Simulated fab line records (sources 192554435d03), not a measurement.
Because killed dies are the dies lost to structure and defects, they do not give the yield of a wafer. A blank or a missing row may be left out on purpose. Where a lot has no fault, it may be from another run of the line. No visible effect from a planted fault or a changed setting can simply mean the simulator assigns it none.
A struck lot beside a sound one / flow n5-finfet / 16 steps out of a route of 1938
Sound: the wafers L593.1, L593.2, L593.5. Wafers L601.1, L601.2, L601.4 were the ones struck. The cause is given at the end.
At each step with rows: each side's tool, then ch and its chambers, then its first start. Under that, the readings that differ: sound wafers / struck wafers / difference of the means / sigmas: that difference in standard deviations of wafers without a fault.
alike: readings whose means differ by less than 2 such deviations, and words and numbers that are the same on both sides. not compared: withheld readings, readings that some wafer has no value for, bounds like >300 that may hide the same value, and numbers for which the record gives no deviation and whose values overlap.
The two part at a step that has a row with sigmas, a row that says differs or no value, or rows on one side only. Non-overlapping numbers with no deviation appear without sigmas and do not part them. A reading that every wafer of one side lacks parts them only if that side has two wafers or more.

N5_BEOL_M4_ANNEAL_49: time 240 s.
  sound: pvd-sputter-01 at day 8 22:24; struck: pvd-sputter-03 at day 11 13:24
  alike: heater-power-w, susceptor-temp-C, susceptor_temp_C_max
then, 4 steps without rows for these wafers: N5_BEOL_M4_SPUTTER_79 (material Cu, target thk 4.5 nm, time 8.29 s); N5_BEOL_M4_ANNEAL_80 (time 240 s); N5_BEOL_M4_SPUTTER_81 (material Cu, target thk 4.5 nm, time 8.29 s); N5_BEOL_M4_ANNEAL_82 (time 240 s).
N5_BEOL_M4_SPUTTER_86: material Cu, target thk 4.5 nm, time 8.29 s.
  sound: pvd-sputter-01 at day 8 22:59; struck: pvd-sputter-03 at day 11 13:59
  alike: throttle-valve-pct
N5_BEOL_M4_ANNEAL_87: time 240 s.
  sound: pvd-sputter-01 at day 8 23:04; struck: pvd-sputter-03 at day 11 14:04
  alike: heater-power-w, susceptor-temp-C, susceptor_temp_C_max
then, 1 step without rows for these wafers: N5_BEOL_M4_SPUTTER_88 (material Cu, target thk 4.5 nm, time 8.29 s).
N5_BEOL_M4_ANNEAL_89: time 240 s.
  sound: pvd-sputter-01 at day 8 23:17; struck: pvd-sputter-03 at day 11 14:17
  alike: heater-power-w, susceptor-temp-C, susceptor_temp_C_max
then, 2 steps without rows for these wafers: N5_BEOL_M4_SPUTTER_90 (material Cu, target thk 4.5 nm, time 8.29 s); N5_BEOL_M4_ANNEAL_91 (time 240 s).
N5_BEOL_M4_SPUTTER_92: material Cu, target thk 4.5 nm, time 8.29 s.
  sound: pvd-sputter-01 at day 8 23:38; struck: pvd-sputter-03 at day 11 14:38
  alike: throttle-valve-pct
N5_BEOL_M4_ANNEAL_93: time 240 s.
  sound: pvd-sputter-01 at day 8 23:43; struck: pvd-sputter-03 at day 11 14:43
  no value came back on the struck wafers for heater-power-w (W), susceptor-temp-C (C), susceptor_temp_C_max; on the sound wafers heater-power-w (W) reads 771 700 778
then, 1 step without rows for these wafers: N5_BEOL_M4_SPUTTER_94 (material Cu, target thk 4.5 nm, time 8.29 s).
N5_BEOL_M4_RC_MEAS_101:
  sound on prober-01 ch 0, day 9 01:26; struck on prober-01 ch 0, day 11 16:17
  alike: DIBL_N, DIBL_P, IOFF_N, IOFF_P, ION_N, ION_P, SS_N, SS_P, VT_N, VT_P
then, 1 step without rows for these wafers: N5_PASSIVATION_PROBE_49.

WHERE THEY PART
Only at N5_BEOL_M4_ANNEAL_93, within this record. Later steps at which nothing parts them and some readings are alike: N5_BEOL_M4_RC_MEAS_101.

WHY: whatever the simulator had introduced
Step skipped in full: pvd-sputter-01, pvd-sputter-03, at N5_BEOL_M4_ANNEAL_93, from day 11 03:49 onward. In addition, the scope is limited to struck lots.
